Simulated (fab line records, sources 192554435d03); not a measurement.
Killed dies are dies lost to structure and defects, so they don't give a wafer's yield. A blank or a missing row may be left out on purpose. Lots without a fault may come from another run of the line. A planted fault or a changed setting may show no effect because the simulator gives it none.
Which tool did it? | flow n5_finfet | 23 lots, 69 wafers sampled, at 6 steps of a route of 1938

WHAT THE GAUGES READ, wafer by wafer
N5_BEOL_M10_CD_MEAS_28: target cd 70 nm. Usual: cd_nm 70.4 nm, standard deviation 0.95.
lot  | measured     | on        | cd_nm (nm)     | flag
L074 | day 9 13:26  | cd_sem-01 | 69.8 70.0 71.6 |
L075 | day 10 04:17 | cd_sem-03 | 71.1 70.7 70.7 |
L076 | day 10 11:07 | cd_sem-02 | 70.4 68.6 70.1 |
L077 | day 10 11:17 | cd_sem-03 | 68.8 70.5 69.4 |
L078 | day 10 20:08 | cd_sem-03 | 69.6 69.0 70.7 |
L079 | day 10 20:18 | cd_sem-03 | 70.5 69.2 69.3 |
L080 | day 11 04:29 | cd_sem-01 | 70.6 69.1 70.0 |
L081 | day 11 21:32 | cd_sem-02 | 69.9 69.2 69.1 |
L082 | day 12 04:37 | cd_sem-03 | 70.4 69.5 72.2 |
L084 | day 12 10:53 | cd_sem-01 | 71.9 69.4 69.6 |
L085 | day 12 11:04 | cd_sem-02 | 70.1 68.3 70.6 |
L083 | day 12 14:50 | cd_sem-03 | 70.0 71.1 71.7 |
L086 | day 13 09:38 | cd_sem-01 | 68.8 70.0 70.3 |
L087 | day 13 09:53 | cd_sem-03 | 69.8 70.4 70.0 |
L088 | day 13 13:48 | cd_sem-02 | 70.3 72.9 71.0 |
L089 | day 13 20:26 | cd_sem-02 | 70.3 69.2 70.5 |
L090 | day 14 04:56 | cd_sem-03 | 70.4 71.4 72.3 |
L091 | day 14 10:29 | cd_sem-01 | 70.4 70.0 71.0 |
L092 | day 14 12:03 | cd_sem-01 | 71.5 70.4 70.6 |
L094 | day 14 20:35 | cd_sem-02 | 71.6 72.9 70.3 |
L093 | day 14 23:27 | cd_sem-03 | 70.0 70.0 70.0 |
L097 | day 15 15:11 | cd_sem-03 | 70.1 70.2 70.7 |
L096 | day 15 15:16 | cd_sem-01 | 70.7 70.0 70.7 |

N5_BEOL_M10_RS_MEAS_57: measures by four-point-probe. Usual: M10_RS 0.153 ohm/sq, standard deviation 0.0049.
lot  | measured     | on            | M10_RS (ohm/sq)   | flag
L074 | day 9 16:48  | film_metro-01 | 0.154 0.159 0.154 |
L075 | day 10 07:08 | film_metro-01 | 0.163 0.156 0.158 |
L076 | day 10 14:07 | film_metro-01 | 0.160 0.147 0.145 |
L077 | day 10 14:53 | film_metro-01 | 0.160 0.154 0.156 |
L078 | day 10 23:38 | film_metro-01 | 0.152 0.151 0.149 |
L079 | day 11 01:31 | film_metro-01 | 0.160 0.158 0.164 |
L080 | day 11 08:06 | film_metro-01 | 0.159 0.149 0.160 |
L081 | day 12 00:50 | film_metro-02 | 0.159 0.148 0.157 |
L082 | day 12 07:58 | film_metro-01 | 0.151 0.152 0.152 |
L084 | day 12 15:37 | film_metro-02 | 0.153 0.142 0.150 |
L085 | day 12 16:04 | film_metro-02 | 0.152 0.145 0.149 |
L083 | day 12 19:36 | film_metro-01 | 0.160 0.160 0.157 |
L086 | day 13 13:08 | film_metro-01 | 0.157 0.157 0.150 |
L087 | day 13 13:24 | film_metro-02 | 0.165 0.153 0.146 |
L088 | day 13 17:16 | film_metro-01 | 0.148 0.149 0.151 |
L089 | day 14 00:51 | film_metro-01 | 0.151 0.151 0.150 |
L090 | day 14 08:05 | film_metro-01 | 0.147 0.145 0.148 |
L091 | day 14 14:35 | film_metro-01 | 0.147 0.158 0.149 |
L092 | day 14 15:49 | film_metro-01 | 0.155 0.161 0.154 |
L094 | day 15 00:07 | film_metro-02 | 0.149 0.149 0.152 |
L093 | day 15 02:38 | film_metro-01 | 0.157 0.156 0.150 |
L097 | day 15 19:20 | film_metro-01 | 0.146 0.148 0.149 |
L096 | day 15 18:23 | film_metro-02 | 0.158 0.148 0.155 |

WHICH TOOL RAN EACH LOT (tool, then ch and the chambers of the sampled wafers, then the start)
lot  | N5_BEOL_M9_DESCUM_33               | N5_BEOL_M9_ETCH_41                            | N5_BEOL_M10_PECVD_70            | N5_BEOL_M10_ETCH_61
L074 | rie_diel-05 ch 0,1, day 9 07:50    | rie_diel-05 ch 0,1, day 9 11:37 or earlier    | pecvd-01 ch 0,1, day 9 11:37    | rie_diel-03 ch 0,2,3, day 9 12:32
L075 | rie_diel-05 ch 0,2,3, day 9 19:02  | rie_diel-05 ch 0,2,3, day 10 00:09 or earlier | pecvd-01 ch 0,1,2, day 10 00:09 | rie_diel-06 ch 0,2,3, day 10 01:26
L076 | rie_diel-04 ch 1,3, day 10 01:31   | rie_diel-04 ch 1,3, day 10 06:57 or earlier   | pecvd-04 ch 0,1, day 10 06:57   | rie_diel-06 ch 1,2,3, day 10 08:58
L077 | rie_diel-04 ch 0,1,3, day 10 02:08 | rie_diel-04 ch 0,1,3, day 10 07:26 or earlier | pecvd-04 ch 0,1,2, day 10 07:26 | rie_diel-06 ch 1,2,3, day 10 09:13
L078 | rie_diel-04 ch 0,3, day 10 08:08   | rie_diel-04 ch 0,3, day 10 14:07 or earlier   | pecvd-03 ch 0,1, day 10 14:07   | rie_diel-06 ch 0,2,3, day 10 15:53
L079 | rie_diel-05 ch 0,1, day 10 11:13   | rie_diel-05 ch 0,1, day 10 15:07 or earlier   | pecvd-03 ch 0,1, day 10 15:07   | rie_diel-03 ch 1,3, day 10 16:59
L080 | rie_diel-05 ch 0,1,3, day 10 20:11 | rie_diel-05 ch 0,1,3, day 10 23:41 or earlier | pecvd-03 ch 0,1, day 10 23:41   | rie_diel-03 ch 0,2, day 11 02:14
L081 | rie_diel-01 ch 1,2,3, day 11 13:09 | rie_diel-01 ch 1,2,3, day 11 16:47 or earlier | pecvd-03 ch 0,1,2, day 11 16:47 | rie_diel-03 ch 0,1,3, day 11 18:43
L082 | rie_diel-05 ch 1,3, day 11 21:29   | rie_diel-05 ch 1,3, day 12 00:52 or earlier   | pecvd-01 ch 0,1,2, day 12 00:52 | rie_diel-06 ch 0,1,2, day 12 02:14
L084 | rie_diel-04 ch 0,2,3, day 12 04:37 | rie_diel-04 ch 0,2,3, day 12 08:27 or earlier | pecvd-04 ch 0,1, day 12 08:27   | rie_diel-02 ch 0,2,3, day 12 10:11
L085 | rie_diel-04 ch 0,1,2, day 12 05:04 | rie_diel-04 ch 0,1,2, day 12 09:12 or earlier | pecvd-04 ch 0,1, day 12 09:12   | rie_diel-03 ch 1,2,3, day 12 10:13
L083 | rie_diel-01 ch 0,1,3, day 12 09:08 | rie_diel-01 ch 0,1,3, day 12 12:40 or earlier | pecvd-04 ch 0,1,2, day 12 12:40 | rie_diel-06 ch 0,1,2, day 12 13:20
L086 | rie_diel-04 ch 0,2,3, day 13 00:28 | rie_diel-04 ch 0,2,3, day 13 05:14 or earlier | pecvd-04 ch 1,2, day 13 05:14   | rie_diel-03 ch 0,2,3, day 13 07:00
L087 | rie_diel-01 ch 1,2,3, day 13 00:48 | rie_diel-01 ch 1,2,3, day 13 05:43 or earlier | pecvd-03 ch 0,1,2, day 13 05:43 | rie_diel-02 ch 0,3, day 13 07:15
L088 | rie_diel-05 ch 1,3, day 13 02:03   | rie_diel-05 ch 1,3, day 13 07:01 or earlier   | pecvd-01 ch 0,2, day 13 07:01   | rie_diel-02 ch 0,2, day 13 10:56
L089 | rie_diel-01 ch 0,1,3, day 13 13:43 | rie_diel-01 ch 0,1,3, day 13 17:24 or earlier | pecvd-04 ch 1,2, day 13 17:24   | rie_diel-03 ch 0,1,2, day 13 19:28
L090 | rie_diel-01 ch 1,3, day 13 20:59   | rie_diel-01 ch 1,3, day 14 02:25 or earlier   | pecvd-03 ch 1, day 14 02:25     | rie_diel-02 ch 1,2,3, day 14 04:09
L091 | rie_diel-04 ch 0,1, day 14 01:46   | rie_diel-04 ch 0,1, day 14 05:52 or earlier   | pecvd-04 ch 0,2, day 14 05:52   | rie_diel-02 ch 1,2,3, day 14 07:10
L092 | rie_diel-05 ch 1,2,3, day 14 05:03 | rie_diel-05 ch 1,2,3, day 14 08:40 or earlier | pecvd-04 ch 0,1, day 14 08:40   | rie_diel-02 ch 1,2, day 14 11:06
L094 | rie_diel-01 ch 0,2, day 14 13:55   | rie_diel-01 ch 0,2, day 14 17:27 or earlier   | pecvd-01 ch 0,1, day 14 17:27   | rie_diel-03 ch 0,2,3, day 14 19:01
L093 | rie_diel-04 ch 1,2,3, day 14 15:30 | rie_diel-04 ch 1,2,3, day 14 19:59 or earlier | pecvd-03 ch 0,2, day 14 19:59   | rie_diel-03 ch 1,2, day 14 22:18
L097 | rie_diel-01 ch 0,1, day 15 06:31   | rie_diel-01 ch 0,1, day 15 11:25 or earlier   | pecvd-01 ch 1,2, day 15 11:25   | rie_diel-06 ch 1,2, day 15 13:36
L096 | rie_diel-04 ch 2,3, day 15 08:19   | rie_diel-04 ch 2,3, day 15 12:22 or earlier   | pecvd-04 ch 0,1,2, day 15 12:22 | rie_diel-06 ch 0,2,3, day 15 13:51
- N5_BEOL_M9_DESCUM_33: chemistry O2, time 7 s.
- N5_BEOL_M9_ETCH_41: etches SiCN in CH3F/O2, target depth 36.6 nm, time 70.1 s.
- N5_BEOL_M10_PECVD_70: deposits SiO2 from TEOS/O2, target thk 20 nm, time 22.7 s.
- N5_BEOL_M10_ETCH_61: etches SiARC in CF4, target depth 39 nm, time 65 s.

WHAT THE TOOLS THEMSELVES READ (means of the sampled wafers that have a number; where no wafer has one, the mark that the record gives instead)
N5_BEOL_M9_DESCUM_33. Usual: drypump_motor_current_A 5.7 A, standard deviation 0.36; oes_product_au 0.82 a.u., standard deviation 0.071; rf_vpp_V 243.6 V, standard deviation 1.1; showerhead_plenum_p_Torr 2.12 Torr, standard deviation 0.043; temp_c 40.00 C, standard deviation 0.12; throttle_valve_pct 20.26 %, standard deviation 0.26.
lot  | tool        | drypump_motor_current_A (A) | oes_product_au (a.u.) | rf_vpp_V (V) | showerhead_plenum_p_Torr (Torr) | temp_c (C) | throttle_valve_pct (%) | flag
L074 | rie_diel-05 | 5.2                         | 0.75                  | 243.4        | 2.15                            | 40.10      | 20.32                  |
L075 | rie_diel-05 | 5.5                         | 0.82                  | 243.9        | 2.14                            | 39.92      | 20.04                  |
L076 | rie_diel-04 | 5.7                         | 0.79                  | 243.8        | 2.14                            | 39.90      | 20.11                  |
L077 | rie_diel-04 | 5.5                         | 0.77                  | 244.5        | 2.14                            | 40.10      | 20.16                  |
L078 | rie_diel-04 | 5.9                         | 0.79                  | 244.6        | 2.13                            | 40.10      | 20.20                  |
L079 | rie_diel-05 | 5.4                         | 0.80                  | 243.0        | 2.14                            | 40.02      | 20.30                  |
L080 | rie_diel-05 | 5.5                         | 0.80                  | 244.0        | 2.14                            | 40.01      | 20.12                  |
L081 | rie_diel-01 | 5.9                         | 0.86                  | 243.8        | 2.11                            | 40.04      | 20.46                  |
L082 | rie_diel-05 | 5.7                         | 0.86                  | 244.0        | 2.12                            | 39.97      | 19.91                  |
L084 | rie_diel-04 | 5.8                         | 0.81                  | 243.7        | 2.13                            | 39.93      | 20.34                  |
L085 | rie_diel-04 | 5.4                         | 0.79                  | 244.4        | 2.14                            | 40.04      | 20.32                  |
L083 | rie_diel-01 | 5.8                         | 0.88                  | 243.7        | 2.10                            | 39.97      | 20.23                  |
L086 | rie_diel-04 | 5.8                         | 0.81                  | 243.9        | 2.13                            | 39.95      | 20.36                  |
L087 | rie_diel-01 | 5.9                         | 0.84                  | 242.8        | 2.11                            | 40.02      | 20.47                  |
L088 | rie_diel-05 | 5.7                         | 0.84                  | 243.9        | 2.12                            | 40.02      | 19.92                  |
L089 | rie_diel-01 | 5.8                         | 0.86                  | 243.1        | 2.10                            | 39.90      | 20.26                  |
L090 | rie_diel-01 | 6.0                         | 0.84                  | 242.8        | 2.10                            | 39.98      | 20.24                  |
L091 | rie_diel-04 | 5.3                         | 0.72                  | 243.5        | 2.13                            | 40.03      | 20.28                  |
L092 | rie_diel-05 | 5.7                         | 0.83                  | 243.7        | 2.12                            | 40.07      | 20.04                  |
L094 | rie_diel-01 | 5.7                         | 0.86                  | 241.5        | 2.05                            | 40.09      | 20.37                  |
L093 | rie_diel-04 | 5.7                         | 0.79                  | 242.6        | 2.13                            | 39.95      | 20.30                  |
L097 | rie_diel-01 | 5.6                         | 0.84                  | 243.1        | 2.09                            | 39.92      | 20.26                  |
L096 | rie_diel-04 | 6.0                         | 0.84                  | 243.4        | 2.12                            | 39.94      | 20.44                  |

N5_BEOL_M9_ETCH_41. Usual: CH3F_flow_sccm 30.00 sccm, standard deviation 0.094; drypump_motor_current_A 5.7 A, standard deviation 0.36; oes_product_au 0.81 a.u., standard deviation 0.069; rf_vpp_V 297.9 V, standard deviation 1.3; showerhead_plenum_p_Torr 2.03 Torr, standard deviation 0.041; throttle_valve_pct 16.18 %, standard deviation 0.19.
lot  | tool        | CH3F_flow_sccm (sccm) | drypump_motor_current_A (A) | oes_product_au (a.u.) | rf_vpp_V (V) | showerhead_plenum_p_Torr (Torr) | throttle_valve_pct (%) | flag
L074 | rie_diel-05 | 29.96                 | 5.2                         | 0.76                  | 299.1        | 2.06                            | 16.29                  |
L075 | rie_diel-05 | 29.99                 | 5.5                         | 0.83                  | 299.1        | 2.06                            | 16.04                  |
L076 | rie_diel-04 | 29.98                 | 5.7                         | 0.78                  | 298.0        | 2.04                            | 16.04                  |
L077 | rie_diel-04 | 29.92                 | 5.5                         | 0.76                  | 297.6        | 2.05                            | 16.16                  |
L078 | rie_diel-04 | 30.00                 | 5.9                         | 0.78                  | 298.2        | 2.04                            | 16.15                  |
L079 | rie_diel-05 | 30.08                 | 5.4                         | 0.80                  | 298.4        | 2.06                            | 16.28                  |
L080 | rie_diel-05 | 30.07                 | 5.5                         | 0.79                  | 298.4        | 2.06                            | 16.14                  |
L081 | rie_diel-01 | 30.07                 | 5.9                         | 0.85                  | 297.0        | 2.01                            | 16.24                  |
L082 | rie_diel-05 | 29.98                 | 5.7                         | 0.84                  | 297.8        | 2.06                            | 15.99                  |
L084 | rie_diel-04 | 30.02                 | 5.8                         | 0.81                  | 298.5        | 2.04                            | 16.25                  |
L085 | rie_diel-04 | 29.98                 | 5.4                         | 0.79                  | 297.8        | 2.04                            | 16.25                  |
L083 | rie_diel-01 | 29.93                 | 5.8                         | 0.88                  | 297.8        | 2.01                            | 16.10                  |
L086 | rie_diel-04 | 29.97                 | 5.8                         | 0.80                  | 298.1        | 2.04                            | 16.26                  |
L087 | rie_diel-01 | 30.04                 | 5.9                         | 0.85                  | 297.6        | 2.01                            | 16.27                  |
L088 | rie_diel-05 | 29.97                 | 5.7                         | 0.84                  | 298.8        | 2.06                            | 16.00                  |
L089 | rie_diel-01 | 29.98                 | 5.8                         | 0.85                  | 296.6        | 2.01                            | 16.14                  |
L090 | rie_diel-01 | 30.05                 | 6.0                         | 0.84                  | 298.0        | 2.01                            | 16.13                  |
L091 | rie_diel-04 | 30.03                 | 5.3                         | 0.71                  | 299.5        | 2.05                            | 16.31                  |
L092 | rie_diel-05 | 30.07                 | 5.7                         | 0.83                  | 297.5        | 2.04                            | 16.06                  |
L094 | rie_diel-01 | 30.05                 | 5.7                         | 0.86                  | 296.2        | 1.96                            | 16.22                  |
L093 | rie_diel-04 | 29.89                 | 5.7                         | 0.79                  | 297.8        | 2.03                            | 16.17                  |
L097 | rie_diel-01 | 29.99                 | 5.6                         | 0.84                  | 298.1        | 2.00                            | 16.15                  |
L096 | rie_diel-04 | 29.96                 | 6.0                         | 0.83                  | 297.4        | 2.02                            | 16.26                  |

N5_BEOL_M10_PECVD_70. Usual: heater_power_w 707 W, standard deviation 87; showerhead_plenum_p_Torr 8.83 Torr, standard deviation 0.041; throttle_valve_pct 22.8 %, standard deviation 1.1.
lot  | tool     | heater_power_w (W) | showerhead_plenum_p_Torr (Torr) | throttle_valve_pct (%) | flag
L074 | pecvd-01 | 812                | 8.90                            | 23.7                   |
L075 | pecvd-01 | 709                | 8.86                            | 23.6                   |
L076 | pecvd-04 | 720                | 8.84                            | 23.1                   |
L077 | pecvd-04 | 716                | 8.83                            | 22.3                   |
L078 | pecvd-03 | 663                | 8.81                            | 23.7                   |
L079 | pecvd-03 | 771                | 8.80                            | 23.0                   |
L080 | pecvd-03 | 713                | 8.80                            | 23.0                   |
L081 | pecvd-03 | 670                | 8.79                            | 22.6                   |
L082 | pecvd-01 | 720                | 8.86                            | 23.5                   |
L084 | pecvd-04 | 708                | 8.83                            | 22.7                   |
L085 | pecvd-04 | 634                | 8.83                            | 23.0                   |
L083 | pecvd-04 | 698                | 8.83                            | 22.2                   |
L086 | pecvd-04 | 693                | 8.83                            | 22.0                   |
L087 | pecvd-03 | 710                | 8.78                            | 22.5                   |
L088 | pecvd-01 | 799                | 8.88                            | 24.3                   |
L089 | pecvd-04 | 677                | 8.83                            | 22.0                   |
L090 | pecvd-03 | 640                | 8.84                            | 24.3                   |
L091 | pecvd-04 | 758                | 8.85                            | 21.9                   |
L092 | pecvd-04 | 765                | 8.84                            | 22.9                   |
L094 | pecvd-01 | 691                | 8.89                            | 23.8                   |
L093 | pecvd-03 | 730                | 8.78                            | 21.5                   |
L097 | pecvd-01 | 731                | 8.84                            | 23.0                   |
L096 | pecvd-04 | 697                | 8.83                            | 22.4                   |

N5_BEOL_M10_ETCH_61. Usual: drypump_motor_current_A 5.58 A, standard deviation 0.29; etch_rf_on_time_s 65.6 s, standard deviation 1.9; oes_product_au 0.69 a.u., standard deviation 0.072; rf_vpp_V 183.8 V, standard deviation 1.1; showerhead_plenum_p_Torr 2.12 Torr, standard deviation 0.064; throttle_valve_pct 15.57 %, standard deviation 0.23.
lot  | tool        | drypump_motor_current_A (A) | etch_rf_on_time_s (s) | oes_product_au (a.u.) | rf_vpp_V (V) | showerhead_plenum_p_Torr (Torr) | throttle_valve_pct (%) | flag
L074 | rie_diel-03 | 5.57                        | 66.8                  | 0.64                  | 185.0        | 2.16                            | 15.54                  |
L075 | rie_diel-06 | 5.84                        | 65.6                  | 0.68                  | 182.6        | 2.09                            | 15.60                  |
L076 | rie_diel-06 | 5.61                        | 64.5                  | 0.69                  | 183.3        | 2.12                            | 15.64                  |
L077 | rie_diel-06 | 5.61                        | 65.2                  | 0.68                  | 184.3        | 2.12                            | 15.64                  |
L078 | rie_diel-06 | 5.84                        | 65.7                  | 0.67                  | 183.3        | 2.09                            | 15.61                  |
L079 | rie_diel-03 | 5.47                        | 65.9                  | 0.65                  | 184.2        | 2.07                            | 15.54                  |
L080 | rie_diel-03 | 5.51                        | 67.9                  | 0.75                  | 184.3        | 2.19                            | 15.37                  |
L081 | rie_diel-03 | 5.41                        | 65.0                  | 0.69                  | 183.9        | 2.12                            | 15.42                  |
L082 | rie_diel-06 | 5.66                        | 65.5                  | 0.71                  | 183.7        | 2.14                            | 15.47                  |
L084 | rie_diel-02 | 5.72                        | 65.3                  | 0.64                  | 183.3        | 2.07                            | 15.76                  |
L085 | rie_diel-03 | 5.60                        | 66.8                  | 0.65                  | 183.9        | 2.11                            | 15.55                  |
L083 | rie_diel-06 | 5.66                        | 64.5                  | 0.71                  | 184.2        | 2.13                            | 15.49                  |
L086 | rie_diel-03 | 5.55                        | 66.1                  | 0.69                  | 184.8        | 2.15                            | 15.43                  |
L087 | rie_diel-02 | 5.72                        | 65.5                  | 0.68                  | 182.7        | 2.07                            | 15.65                  |
L088 | rie_diel-02 | 5.69                        | 65.5                  | 0.74                  | 182.6        | 2.07                            | 15.58                  |
L089 | rie_diel-03 | 5.34                        | 66.4                  | 0.70                  | 183.6        | 2.14                            | 15.44                  |
L090 | rie_diel-02 | 5.56                        | 64.4                  | 0.71                  | 183.9        | 2.08                            | 15.68                  |
L091 | rie_diel-02 | 5.55                        | 64.9                  | 0.70                  | 183.5        | 2.08                            | 15.69                  |
L092 | rie_diel-02 | 5.53                        | 64.2                  | 0.72                  | 183.2        | 2.09                            | 15.66                  |
L094 | rie_diel-03 | 5.54                        | 67.0                  | 0.68                  | 185.1        | 2.15                            | 15.46                  |
L093 | rie_diel-03 | 5.37                        | 67.0                  | 0.65                  | 183.2        | 2.08                            | 15.59                  |
L097 | rie_diel-06 | 5.45                        | 63.9                  | 0.69                  | 183.8        | 2.15                            | 15.59                  |
L096 | rie_diel-06 | 5.81                        | 65.2                  | 0.71                  | 184.2        | 2.16                            | 15.52                  |

THE ANSWER, worked out from the rows above alone
Rule: a lot is off if the mean of its wafers that have a number lies more than 3 standard deviations from the usual mean. A lot without any number at a reading at which 4 lots or more have one is off too. The other lots that the step has rows for count as sound. The gauges are gone through in route order, then the tools' own readings, and for those a lot's mean is taken as printed above. The first step at which some lot is off is used, and at that step the reading that is off furthest; a lot without a number counts as furthest.
No lot is off at any reading shown: from this, nothing can be told.

WHAT THE SIMULATOR HAD PUT IN
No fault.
